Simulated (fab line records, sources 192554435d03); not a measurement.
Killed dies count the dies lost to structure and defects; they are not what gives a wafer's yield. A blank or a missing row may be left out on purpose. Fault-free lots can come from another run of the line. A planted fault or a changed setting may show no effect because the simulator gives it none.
Split-lot experiment	flow n5_finfet	route with 1938 steps; 7 lots, 21 wafers read

THE SPLIT ITSELF
At N5_BEOL_M2_ETCH_69 (etches SiARC in CF4, target depth 15.6 nm, time 26 s), the setting bias_w was moved away from the recipe's 36 W on 12 of the 21 wafers read, by -10.7% to +13.2%. This setting was run at the recipe's value on the other wafers.

The split's own step is where the reading is taken.

THE READING
rf_vpp_V, in V, at N5_BEOL_M2_ETCH_69 (etches SiARC in CF4, target depth 15.6 nm, time 26 s). Fault-free wafers of this fab line usually give 184.1 V, standard deviation 1.1 V.

wafer	tool, chamber at the split	bias_w as run, W	against the recipe	rf_vpp_V, V	against lot-mates on the recipe
L075.1	rie_diel-04, 1	32.16	-10.7%	171.1	no lot-mate on the recipe
L075.4	rie_diel-04, 2	32.16	-10.7%	172.5	no lot-mate on the recipe
L075.5	rie_diel-04, 3	32.16	-10.7%	171.8	no lot-mate on the recipe
L076.1	rie_diel-01, 1	39.01	+8.4%	192.8	+9.0
L076.2	rie_diel-01, 3	39.01	+8.4%	193.2	+9.4
L076.5	rie_diel-01, 2	36	recipe	183.8	-
L081.1	rie_diel-02, 2	36	recipe	185.1	-
L081.2	rie_diel-02, 3	32.34	-10.2%	172.6	-12.5
L081.4	rie_diel-02, 0	32.34	-10.2%	170.7	-14.4
L085.1	rie_diel-01, 2	40.74	+13.2%	197.6	+15.1
L085.4	rie_diel-01, 3	36	recipe	182.5	-
L085.5	rie_diel-01, 2	40.74	+13.2%	199.2	+16.7
L086.2	rie_diel-04, 3	36	recipe	184.9	-
L086.3	rie_diel-04, 1	40.24	+11.8%	197.5	+12.5
L086.4	rie_diel-04, 3	36	recipe	185.1	-
L088.2	rie_diel-01, 0	36	recipe	183.4	-
L088.4	rie_diel-01, 3	36	recipe	183.2	-
L088.5	rie_diel-01, 2	36	recipe	184.1	-
L095.4	rie_diel-01, 1	39.6	+10.0%	194.2	+10.6
L095.5	rie_diel-01, 3	36	recipe	183.6	-
L095.6	rie_diel-01, 2	39.6	+10.0%	197.4	+13.8

THE FIT
A straight line over all 21 wafers: rf_vpp_V changes by +1.14 V for each +1% of bias_w; r = +0.99; the points scatter about the line by 0.98 V.
The same after taking each lot's own level away (the mean of its wafers on the recipe; 18 wafers): +1.22 V for each +1%; r = +0.99; scatter 0.94 V.
Per that fit: largest bias_w move, reading shift of 16 V.
Measured against the standard deviation above, the lots' own levels, which go from 182.50 to 185.10 V, span 2.4 times it.
The two slopes agree, so the slope changes little with the lot-to-lot level.
Check: with one of the wafers moved furthest among these (+13.2%) left out of the fit, the line predicts +15.8 V for it against its lot-mates. It came out at +15.1 V against them.
Tool readings at the split's step, against how far the setting was moved: rf_vpp_V r = +0.99.

FURTHER SPLITS ON THESE WAFERS
Before the reading, these wafers also passed through other splits. Each is held against what the fit with the lots' levels taken away leaves over:
other split on the same wafers	wafers away from the commonest value	r with rf_vpp_V (lot level and that fit taken away)
N5_SDB_EXPOSE_08 dose_mj	11	-0.32
N5_HKMG_FIN_DESCUM_17 time_s	5	+0.07
N5_MOL_CONTACT_COAG_ETCHBACK_136 target_depth_a	3	-0.05
N5_BEOL_M0_SAQP_PECVD_96 time_s	10	-0.13
N5_BEOL_M0_SAQP_PECVD_04 time_s	11	-0.08
N5_BEOL_M1_TRENCH_ETCH_37 bias_w	8	-0.09

THE FILE'S OWN FIT
rf_vpp_V changes by +1.18 V for each +1% of bias_w, r = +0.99.
